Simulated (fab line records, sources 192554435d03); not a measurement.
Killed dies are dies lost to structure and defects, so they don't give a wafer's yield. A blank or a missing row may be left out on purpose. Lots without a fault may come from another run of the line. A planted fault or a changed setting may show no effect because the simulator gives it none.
Split-lot experiment | flow n5_finfet | 7 lots, 21 wafers read, on a route of 1938 steps

THE SPLIT
At N5_BEOL_M13_EXPOSE_25 (exposes mask M13, target cd 210 nm), the setting dose_mj was moved away from the recipe's 22 on 6 of the 21 wafers read, by -6.2% to +4.1%. The other wafers ran this setting at the recipe's value.

FROM THE SPLIT TO THE READING: what the file shows between them, 3 steps
- N5_BEOL_M13_PEB_26: peb time 90 s
- N5_BEOL_M13_DEVELOP_27: develop time 45 s
- N5_BEOL_M13_HARDBAKE_32: time 120 s

THE READING
cd_nm, in nm, at N5_BEOL_M13_CD_MEAS_28 (target cd 209.5 nm). Fault-free wafers of this fab line usually give 209.1 nm, standard deviation 1.7 nm.

wafer  | tool, chamber at the split | dose_mj as run | against the recipe | cd_nm, nm | against lot-mates on the recipe
L077.1 | krf_scanner-01, 0          | 22             | recipe             | 212.2     | -
L077.2 | krf_scanner-01, 0          | 22             | recipe             | 210.9     | -
L077.3 | krf_scanner-01, 0          | 22             | recipe             | 211.0     | -
L082.2 | krf_scanner-01, 0          | 22             | recipe             | 211.4     | -
L082.3 | krf_scanner-01, 0          | 22             | recipe             | 210.9     | -
L082.6 | krf_scanner-01, 0          | 22             | recipe             | 211.3     | -
L084.3 | krf_scanner-01, 0          | 22             | recipe             | 210.4     | -
L084.5 | krf_scanner-01, 0          | 22             | recipe             | 208.4     | -
L084.6 | krf_scanner-01, 0          | 22             | recipe             | 209.6     | -
L085.1 | krf_scanner-02, 0          | 22             | recipe             | 209.3     | -
L085.5 | krf_scanner-02, 0          | 20.63          | -6.2%              | 200.1     | -9.2
L085.6 | krf_scanner-02, 0          | 22             | recipe             | 209.3     | -
L087.2 | krf_scanner-02, 0          | 22.91          | +4.1%              | 215.5     | +6.9
L087.3 | krf_scanner-02, 0          | 22             | recipe             | 207.2     | -
L087.6 | krf_scanner-02, 0          | 22             | recipe             | 210.1     | -
L089.2 | krf_scanner-02, 0          | 21.38          | -2.8%              | 203.3     | -7.0
L089.5 | krf_scanner-02, 0          | 22             | recipe             | 210.3     | -
L089.6 | krf_scanner-02, 0          | 21.38          | -2.8%              | 204.7     | -5.6
L093.2 | krf_scanner-01, 0          | 22.58          | +2.6%              | 209.0     | +1.5
L093.3 | krf_scanner-01, 0          | 22.58          | +2.6%              | 210.4     | +2.9
L093.6 | krf_scanner-01, 0          | 22             | recipe             | 207.5     | -

THE FIT
A straight line over all 21 wafers: cd_nm changes by +1.34 nm for each +1% of dose_mj; r = +0.84; the points scatter about the line by 1.8 nm.
The same after taking each lot's own level away (the mean of its wafers on the recipe; 21 wafers): +1.54 nm for each +1%; r = +0.95; scatter 1.1 nm.
On that fit, the largest move of dose_mj shifts the reading by 9.6 nm.
The lots' own levels span 207.50 to 211.37 nm, that is 2.3 times the standard deviation above.
So the lot-to-lot level changes the slope: the two fits differ.
Check: with one of the wafers moved furthest among these (-6.2%) left out of the fit, the line predicts -10.6 nm for it against its lot-mates. It came out at -9.2 nm against them.

OTHER SPLITS ON THESE WAFERS
These wafers also went through other splits before the reading. Each is held against what the fit with the lots' levels taken away leaves over:
other split on the same wafers | wafers away from the commonest value | r with cd_nm (lot level and that fit taken away)
N5_BEOL_M11_EXPOSE_25 dose_mj  | 8                                    | -0.09
N5_BEOL_M12_EXPOSE_07 dose_mj  | 7                                    | -0.15

THE WHOLE CHAIN: every reading that the file lists as answering this split, in the file's order
step                   | what it does             | reading                                                         | change (the file's fit)              | r (the file's)
N5_BEOL_M13_CD_MEAS_28 | target cd 209.5 nm       | cd_nm                                                           | +1.54 nm for each +1% of the setting | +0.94
N5_BEOL_M13_DESCUM_33  | chemistry O2, time 7.9 s | BEOL_M13.cd_nm (the simulator's own value, which no gauge read) | +1.52 nm for each +1% of the setting | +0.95

THE FILE'S OWN FIT
cd_nm changes by +1.54 nm for each +1% of dose_mj, r = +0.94.
